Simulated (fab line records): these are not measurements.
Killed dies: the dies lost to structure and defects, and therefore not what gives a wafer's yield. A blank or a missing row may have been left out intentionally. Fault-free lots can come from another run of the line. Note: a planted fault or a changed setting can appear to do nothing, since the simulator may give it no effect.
A single fault, viewed from 2 desks    flow n5Finfet    only its own numbers are on each desk; what lay behind them is given at the end

== FROM THE METROLOGY DESK ==
Means of the sampled wafers that have a number, per lot and without regard to the tool the lot ran on: this is what the gauges read. A lot is out of limits, marked OUT, if its mean lies more than 4 standard deviations from the usual mean; the brackets give that distance. Readings shown: 7 of its 10, picked as those furthest out on some lot.
Columns: A = DIBL_N at N5_BEOL_M4_RC_MEAS_101, usual 36.3 mV/V; B = DIBL_P at N5_BEOL_M4_RC_MEAS_101, usual 36.2 mV/V; C = IOFF_N at N5_BEOL_M4_RC_MEAS_101, usual 0.16 nA/um; D = IOFF_P at N5_BEOL_M4_RC_MEAS_101, usual 0.21 nA/um; E = ION_N at N5_BEOL_M4_RC_MEAS_101, usual 673 uA/um; F = SS_P at N5_BEOL_M4_RC_MEAS_101, usual 73.3 mV/dec; G = VT_N at N5_BEOL_M4_RC_MEAS_101, usual 251 mV
lot   first seen here  A     B     C     D     E    F     G
L499  day 7 12:51      36.0  34.7  0.15  0.21  675  73.3  251
L512  day 10 20:19     35.9  35.8  0.14  0.17  674  72.9  250
L513  day 11 06:01     35.6  36.1  0.15  0.20  669  72.8  250
L514  day 11 16:49     36.8  36.6  0.16  0.22  667  73.3  250
L517  day 11 21:40     40.0  40.3  0.23  0.26  695  74.8  245
Result from this desk: across the 5 lots, nothing is out of limits.

== DESK OF THE TOOL OWNER: rieDiel-01 ==
The tool's own readings at N5_GATE_CUT_ETCH_37 (etches SOC in N2/H2, target depth 60 nm, overetch 12 nm, time 90 s): means of the sampled wafers that have a number, for each lot that ran on this tool. A lot is out of limits, marked OUT, if its mean lies more than 4 standard deviations from the usual mean; the brackets give that distance.
Columns: A = drypumpMotorCurrentA at N5_GATE_CUT_ETCH_37, usual 5.5 A; B = oesProductAu at N5_GATE_CUT_ETCH_37, usual 0.71 a.u.; C = rfVppV at N5_GATE_CUT_ETCH_37, usual 523.6 V; D = showerheadPlenumPTorr at N5_GATE_CUT_ETCH_37, usual 2.54 Torr; E = throttleValvePct at N5_GATE_CUT_ETCH_37, usual 17.86 %
lot   first seen here  A    B     C      D     E
L499  day 4 12:37      5.3  0.70  524.5  2.54  18.13
L512  day 7 17:16      5.2  0.63  522.6  2.47  18.15
L513  day 8 00:13      5.2  0.63  521.1  2.46  18.07
L514  day 8 09:02      5.6  0.72  524.0  2.53  17.78
Result from this desk: across the 4 lots, nothing is out of limits.

== BROUGHT TOGETHER ==
At the metrology desk, nothing out of limits was observed.
The tool owner's desk saw nothing out of limits.

== WHAT HAD BEEN PUT IN BY THE SIMULATOR ==
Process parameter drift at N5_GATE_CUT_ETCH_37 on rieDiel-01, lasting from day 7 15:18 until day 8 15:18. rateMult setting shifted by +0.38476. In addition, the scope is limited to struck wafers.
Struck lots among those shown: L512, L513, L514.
